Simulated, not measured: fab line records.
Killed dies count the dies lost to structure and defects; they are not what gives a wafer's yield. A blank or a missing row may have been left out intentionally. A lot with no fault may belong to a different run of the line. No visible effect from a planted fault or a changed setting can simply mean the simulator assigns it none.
What tool caused it? || flow n5 finfet || 12 lots with 31 wafers sampled at 2 steps, on a route of 1938 steps

== WHAT THE GAUGES SHOWED, per wafer ==
N5_BEOL_M10_INSPECT_13: inspects for defects (brightfield).
{"lot": "L940", "measured": "day 10 10:53", "on": "defect inspect-01", "raw defect count": "320 332 386"}
{"lot": "L939", "measured": "day 10 13:34", "on": "defect inspect-02", "raw defect count": "481 391 442"}
{"lot": "L941", "measured": "day 11 12:07", "on": "defect inspect-02", "raw defect count": "412 522 414"}
{"lot": "L944", "measured": "day 11 22:32", "on": "defect inspect-02", "raw defect count": "645 513 544"}
{"lot": "L945", "measured": "day 12 06:16", "on": "defect inspect-02", "raw defect count": "616 676"}
{"lot": "L943", "measured": "day 12 09:44", "on": "defect inspect-01", "raw defect count": "358 470"}
{"lot": "L946", "measured": "day 12 14:25", "on": "defect inspect-02", "raw defect count": "415 365 517"}
{"lot": "L949", "measured": "day 13 01:17", "on": "defect inspect-02", "raw defect count": "429 367 348"}
{"lot": "L948", "measured": "day 13 01:27", "on": "defect inspect-02", "raw defect count": "406 274"}
{"lot": "L947", "measured": "day 13 03:40", "on": "defect inspect-02", "raw defect count": "491 357 456"}
{"lot": "L959", "measured": "day 15 16:23", "on": "defect inspect-01", "raw defect count": "316 349"}
{"lot": "L960", "measured": "day 16 15:37", "on": "defect inspect-02", "raw defect count": "375 526"}

== WHICH TOOL RAN EACH LOT (tool, then ch and the chambers of the sampled wafers, then the start) ==
{"lot": "L940", "N5_BEOL_M10_PECVD_70": "pecvd-02 ch 0,1, day 10 09:53"}
{"lot": "L939", "N5_BEOL_M10_PECVD_70": "pecvd-01 ch 0,1, day 10 12:44"}
{"lot": "L941", "N5_BEOL_M10_PECVD_70": "pecvd-02 ch 1,2, day 11 07:25"}
{"lot": "L944", "N5_BEOL_M10_PECVD_70": "pecvd-01 ch 1,2, day 11 18:33"}
{"lot": "L945", "N5_BEOL_M10_PECVD_70": "pecvd-03 ch 1, day 12 05:22"}
{"lot": "L943", "N5_BEOL_M10_PECVD_70": "pecvd-03 ch 0,1, day 12 08:19"}
{"lot": "L946", "N5_BEOL_M10_PECVD_70": "pecvd-02 ch 1,2, day 12 12:25"}
{"lot": "L949", "N5_BEOL_M10_PECVD_70": "pecvd-03 ch 0,2, day 13 00:23"}
{"lot": "L948", "N5_BEOL_M10_PECVD_70": "pecvd-02 ch 0,1, day 13 00:29"}
{"lot": "L947", "N5_BEOL_M10_PECVD_70": "pecvd-01 ch 0,2, day 13 01:53"}
{"lot": "L959", "N5_BEOL_M10_PECVD_70": "pecvd-01 ch 1,2, day 15 14:50"}
{"lot": "L960", "N5_BEOL_M10_PECVD_70": "pecvd-03 ch 2, day 16 13:27"}
- N5_BEOL_M10_PECVD_70: deposits SiO2 from TEOS/O2, target thk 20 nm, time 22.7 s.

== WHAT THE TOOLS THEMSELVES READ (means of the sampled wafers that have a number; where no wafer has one, the mark that the record gives instead) ==
N5_BEOL_M10_PECVD_70.
{"lot": "L940", "tool": "pecvd-02", "heater power w (W)": 691, "showerhead plenum p Torr (Torr)": 8.81, "throttle valve pct (%)": 23.9}
{"lot": "L939", "tool": "pecvd-01", "heater power w (W)": 799, "showerhead plenum p Torr (Torr)": 8.87, "throttle valve pct (%)": 23.0}
{"lot": "L941", "tool": "pecvd-02", "heater power w (W)": 717, "showerhead plenum p Torr (Torr)": 8.77, "throttle valve pct (%)": 22.5}
{"lot": "L944", "tool": "pecvd-01", "heater power w (W)": 632, "showerhead plenum p Torr (Torr)": 8.82, "throttle valve pct (%)": 23.7}
{"lot": "L945", "tool": "pecvd-03", "heater power w (W)": 654, "showerhead plenum p Torr (Torr)": 8.91, "throttle valve pct (%)": 21.9}
{"lot": "L943", "tool": "pecvd-03", "heater power w (W)": 704, "showerhead plenum p Torr (Torr)": 8.85, "throttle valve pct (%)": 22.3}
{"lot": "L946", "tool": "pecvd-02", "heater power w (W)": 720, "showerhead plenum p Torr (Torr)": 8.78, "throttle valve pct (%)": 22.4}
{"lot": "L949", "tool": "pecvd-03", "heater power w (W)": 751, "showerhead plenum p Torr (Torr)": 8.77, "throttle valve pct (%)": 22.1}
{"lot": "L948", "tool": "pecvd-02", "heater power w (W)": 705, "showerhead plenum p Torr (Torr)": 8.84, "throttle valve pct (%)": 23.5}
{"lot": "L947", "tool": "pecvd-01", "heater power w (W)": 715, "showerhead plenum p Torr (Torr)": 8.84, "throttle valve pct (%)": 21.9}
{"lot": "L959", "tool": "pecvd-01", "heater power w (W)": 676, "showerhead plenum p Torr (Torr)": 8.82, "throttle valve pct (%)": 23.6}
{"lot": "L960", "tool": "pecvd-03", "heater power w (W)": 737, "showerhead plenum p Torr (Torr)": 8.76, "throttle valve pct (%)": 21.2}

== THE ANSWER, worked out from the rows above alone ==
Rule: usual is defined by the lots themselves. The widest of any qualifying gaps counts: lots, ordered by their means at a reading, are off when they make up no more than a third of the lots, leave a main group of 4 or more, and stand apart from it by 3 or more times the standard deviation of that group's means. A main group is skipped when, at the precision printed for the reading in the tables above, its means are all equal. A lot without any number at a reading at which 4 lots or more have one is off too. The other lots that the step has rows for count as sound. First the gauges in route order, then the tools' own readings, where a lot's mean is used as printed above. At the first step where some lot is off, the reading lying furthest off is the one used; lots without a number count as furthest.
No lot is off on any of the readings shown, so nothing can be concluded from this.

== WHAT THE SIMULATOR HAD INSERTED ==
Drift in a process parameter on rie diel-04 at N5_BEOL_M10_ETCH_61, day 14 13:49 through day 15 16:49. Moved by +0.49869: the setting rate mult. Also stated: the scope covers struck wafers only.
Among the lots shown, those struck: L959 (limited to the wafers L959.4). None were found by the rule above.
